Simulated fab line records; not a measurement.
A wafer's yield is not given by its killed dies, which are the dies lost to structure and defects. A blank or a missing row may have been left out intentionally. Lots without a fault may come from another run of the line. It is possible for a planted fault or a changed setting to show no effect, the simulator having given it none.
Struck lot and sound lot, side by side    flow nand_harc    14 steps out of a route of 1302
Sound: wafers L103.2, L103.4, L103.6. Struck: wafers L115.5, L115.6 (left out: L115.3, a lot-mate that was not struck); the cause follows at the end.
At each step with rows: each side's tool, then ch and its chambers, then its first start. Under that, the readings that differ: sound wafers    struck wafers    difference of the means    sigmas: that difference in standard deviations of wafers without a fault.
alike: readings with means less than 2 such deviations apart, plus words and numbers identical on both sides. not compared: withheld readings, readings lacking a value on some wafer, bounds such as >300 that could conceal the same value, and numbers that have no deviation in the record and whose values overlap.
The two part at a step that has a row with sigmas, a row that says differs or no value, or rows on one side only. Numbers that have no deviation but don't overlap get no sigmas and don't part them. A reading that every wafer of one side lacks parts them only if that side has two wafers or more.

first, 1 step without rows for these wafers: NHARC_A_ONON_D1_DEP_03 (target thk 1000 nm).
NHARC_A_ONON_D1_THK_MEAS_05: measures by ellipsometry.
  struck on film_metro-01, day 13 03:02; sound on film_metro-01, day 8 09:33
  alike: thk_nm
next comes 1 step that has no rows for these wafers: NHARC_A_ONON_D1_DEP_06 (target thickness 1000 nm).
NHARC_A_ONON_D1_THK_MEAS_08: measures by ellipsometry.
  struck on film_metro-02, day 13 03:35; sound on film_metro-01, day 8 10:07
  alike: thk_nm
next comes 1 step that has no rows for these wafers: NHARC_A_ONON_D1_DEP_09 (target thickness 1000 nm).
NHARC_A_ONON_D1_THK_MEAS_11: measures by ellipsometry.
  struck on film_metro-01, day 13 04:10; sound on film_metro-02, day 8 10:41
  alike: thk_nm
next comes 1 step that has no rows for these wafers: NHARC_A_ONON_D1_DEP_12 (target thickness 1000 nm).
NHARC_A_ONON_D1_THK_MEAS_14: measures by ellipsometry.
  struck on film_metro-01, day 13 04:43; sound on film_metro-02, day 8 11:14
  alike: thk_nm
then, 2 steps without rows for these wafers: NHARC_A_ONON_D1_ANNEAL_15 (time 3600 s); NHARC_A_ONON_D1_DEP_16 (target thk 1000 nm).
NHARC_A_ONON_D1_THK_MEAS_18: measures by ellipsometry.
  struck on film_metro-02, day 13 12:28; sound on film_metro-01, day 8 19:01
  alike: thk_nm
NHARC_A_ONON_D1_DEP_19: target thk 1000 nm.
  sound on pecvd_onon-04 ch 0, day 8 19:07; struck on pecvd_onon-03 ch 0, day 13 12:38
  alike: nh3_flow_sccm
NHARC_A_ONON_D1_THK_MEAS_21: measures by ellipsometry.
  struck on film_metro-01, day 13 13:01; sound on film_metro-01, day 8 19:34
reading      sound           struck     difference  sigmas
thk_nm (nm)  1015 1016 1018  1037 1037  +21         +2
next comes 1 step that has no rows for these wafers: NHARC_A_ONON_D1_DEP_22 (target thickness 1000 nm).

== WHERE THEY PART ==
NHARC_A_ONON_D1_THK_MEAS_21 only, going by this record.

WHY: the cause the simulator had injected
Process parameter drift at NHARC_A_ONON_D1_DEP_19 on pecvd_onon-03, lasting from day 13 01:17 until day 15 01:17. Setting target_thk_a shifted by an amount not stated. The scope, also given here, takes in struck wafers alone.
